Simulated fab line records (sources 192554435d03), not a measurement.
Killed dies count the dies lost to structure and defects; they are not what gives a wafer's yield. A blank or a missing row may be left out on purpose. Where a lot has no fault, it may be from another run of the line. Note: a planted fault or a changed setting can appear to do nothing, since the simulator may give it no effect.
Split-lot experiment | flow n5 finfet | route with 1938 steps; 7 lots, 21 wafers read

ABOUT THE SPLIT
At N5_PASSIVATION_ETCH_54 (etches SiO2 in CHF3/O2, target depth 880 nm, time 440 s), the setting bias w was moved away from the recipe's 170 W on 5 of the 21 wafers read, by -11.7% to -5.3%. For the rest of the wafers, this setting stayed at what the recipe calls for.

The split's own step is where the reading is taken.

THE READING
rf vpp V, in V, at N5_PASSIVATION_ETCH_54 (etches SiO2 in CHF3/O2, target depth 880 nm, time 440 s). Typical for fault-free wafers on this fab line: 521 V, with standard deviation 11 V.

wafer  | tool, chamber at the split | bias w as run, W | against the recipe | rf vpp V, V | against lot-mates on the recipe
L076.2 | rie diel-03, 0             | 161              | -5.3%              | 504         | -13
L076.4 | rie diel-03, 1             | 170              | recipe             | 517         | -
L076.6 | rie diel-03, 3             | 161              | -5.3%              | 494         | -23
L075.1 | rie diel-03, 0             | 150.1            | -11.7%             | 476         | -46
L075.3 | rie diel-03, 2             | 170              | recipe             | 515         | -
L075.6 | rie diel-03, 0             | 170              | recipe             | 530         | -
L084.2 | rie diel-01, 0             | 153.4            | -9.8%              | 493         | -36
L084.5 | rie diel-01, 3             | 170              | recipe             | 529         | -
L084.6 | rie diel-01, 2             | 153.4            | -9.8%              | 478         | -51
L085.2 | rie diel-01, 3             | 170              | recipe             | 528         | -
L085.4 | rie diel-01, 2             | 170              | recipe             | 518         | -
L085.6 | rie diel-01, 0             | 170              | recipe             | 535         | -
L089.3 | rie diel-01, 0             | 170              | recipe             | 535         | -
L089.5 | rie diel-01, 1             | 170              | recipe             | 539         | -
L089.6 | rie diel-01, 0             | 170              | recipe             | 536         | -
L091.2 | rie diel-05, 1             | 170              | recipe             | 511         | -
L091.4 | rie diel-05, 0             | 170              | recipe             | 504         | -
L091.6 | rie diel-05, 2             | 170              | recipe             | 509         | -
L097.1 | rie diel-03, 2             | 170              | recipe             | 514         | -
L097.3 | rie diel-03, 1             | 170              | recipe             | 516         | -
L097.5 | rie diel-03, 2             | 170              | recipe             | 511         | -

FIT RESULTS
A straight line over all 21 wafers: rf vpp V changes by +3.85 V for each +1% of bias w; r = +0.83; the points scatter about the line by 10 V.
The same after taking each lot's own level away (the mean of its wafers on the recipe; 21 wafers): +4.15 V for each +1%; r = +0.95; scatter 5.2 V.
Per that fit: largest bias w move, reading shift of 49 V.
The lots' own levels span 508.0 to 536.7 V, that is 2.6 times the standard deviation above.
Consequently the slope shifts little with the lot-to-lot level, the two slopes agreeing.
Check: with one of the wafers moved furthest among these (-11.7%) left out of the fit, the line predicts -49.4 V for it against its lot-mates. Against them it came out at -46.5 V.
Tool readings at the split's step, against how far the setting was moved: rf vpp V r = +0.83.

THE OTHER SPLITS THESE WAFERS WENT THROUGH
These wafers also went through other splits before the reading. Each is held against what the fit with the lots' levels taken away leaves over:
other split on the same wafers   | wafers away from the commonest value | r with rf vpp V (lot level and that fit taken away)
N5_BEOL_M14_PEB_08 peb temp c    | 4                                    | -0.03
N5_BEOL_M14_ETCH_68 time s       | 10                                   | -0.08
N5_BEOL_M14_SPUTTER_43 power w   | 6                                    | +0.05
N5_MIM_BOT_ETCH_ETCH_04 source w | 8                                    | +0.03

THE FILE'S OWN FIT
rf vpp V changes by +4.04 V for each +1% of bias w, r = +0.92.
